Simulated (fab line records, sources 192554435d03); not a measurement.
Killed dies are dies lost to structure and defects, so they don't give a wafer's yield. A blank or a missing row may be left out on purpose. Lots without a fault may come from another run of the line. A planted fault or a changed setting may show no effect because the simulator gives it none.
Chamber matching | flow n5_finfet | N5_FIN_CUT_STRIP_24 on rie_diel-01: 4 sister chambers
The step strips in CF4. 4 wafers are shown with their chamber, then 11 later ones without.

WAFERS WITH THEIR CHAMBER
wafer  | chamber | drypump_motor_current_A (A)
L076.2 | 3       | 6.4
L084.6 | 0       | 4.7
L085.5 | 2       | 6.1
L088.1 | 1       | 5.2

WAFERS WITHOUT THEIR CHAMBER
wafer  | drypump_motor_current_A (A)
L088.3 | 4.7
L088.4 | 5.2
L089.1 | 6.4
L089.4 | 4.8
L089.5 | 5.2
L090.2 | 4.8
L090.3 | 6.4
L090.5 | 5.2
L096.2 | 6.4
L096.4 | 4.7
L096.6 | 6.1

WHICH CHAMBER EACH WENT THROUGH
wafer  | from the rows above | in truth
L088.3 | 0                   | 0
L088.4 | 1                   | 1
L089.1 | 3                   | 3
L089.4 | 0                   | 0
L089.5 | 1                   | 1
L090.2 | 0                   | 0
L090.3 | 3                   | 3
L090.5 | 1                   | 1
L096.2 | 3                   | 3
L096.4 | 0                   | 0
L096.6 | 2                   | 2
Placed correctly: 11 of 11. Can't be placed from these rows: 0. Placed wrongly: 0.
How it was worked out, from the rows above alone: a wafer's distance from a chamber is the root of the sum, over the readings, of the square of ((its reading less the chamber's mean) divided by the reading's scatter). The wafer belongs to the nearest chamber; if the next one is less than 2 further off, it can't be placed. A chamber's mean is the mean of its shown wafers. The scatter: with one shown wafer a chamber, the root of the mean of the squares of how far each hidden wafer lies from its nearest shown one.
